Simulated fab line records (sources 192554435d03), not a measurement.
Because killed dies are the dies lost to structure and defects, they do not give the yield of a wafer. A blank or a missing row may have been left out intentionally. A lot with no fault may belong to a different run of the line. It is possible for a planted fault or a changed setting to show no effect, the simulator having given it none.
Chamber matching | flow n5Finfet | 3 sister chambers for N5_DUMMY_GATE_ETCH_44 on rieSi-02
The step etches poly-Si in HBr/O2, stops on SiO2, target depth 127.5 nm. 6 wafers are shown with their chamber, then 7 later ones without.

WAFERS PAIRED WITH THEIR CHAMBERS
wafer  | chamber | drypumpMotorCurrentA (A) | throttleValvePct (%)
L085.2 | 0       | 5.4                      | 18.79
L085.4 | 2       | 5.2                      | 18.66
L089.5 | 2       | 5.3                      | 18.66
L089.6 | 3       | 6.1                      | 18.82
L090.1 | 3       | 6.1                      | 18.81
L090.3 | 0       | 5.4                      | 18.81

WAFERS WITHOUT THEIR CHAMBER
wafer  | drypumpMotorCurrentA (A) | throttleValvePct (%)
L090.4 | 5.3                      | 18.66
L091.1 | 5.4                      | 18.79
L091.2 | 6.1                      | 18.80
L096.1 | 5.4                      | 18.79
L096.2 | 6.1                      | 18.81
L097.3 | 5.4                      | 18.79
L097.5 | 5.3                      | 18.66

WHICH CHAMBER EACH ONE RAN IN
wafer  | from the rows above | in truth
L090.4 | 2                   | 2
L091.1 | 0                   | 0
L091.2 | 3                   | 3
L096.1 | 0                   | 0
L096.2 | 3                   | 3
L097.3 | 0                   | 0
L097.5 | 2                   | 2
7 of 7 placed correctly. From these rows, 0 cannot be placed. Wrongly placed: 0.
How it was worked out, from the rows above alone: a wafer's distance from a chamber is the root of the sum, over the readings, of the square of ((its reading less the chamber's mean) divided by the reading's scatter). If the next closest chamber is less than 2 further off than the closest, the wafer can't be placed; otherwise it belongs to the closest. A chamber's mean is the mean of its shown wafers. The scatter: the root of (the sum of the squares of (reading less its chamber's mean) over the shown wafers, divided by (wafers less chambers)).
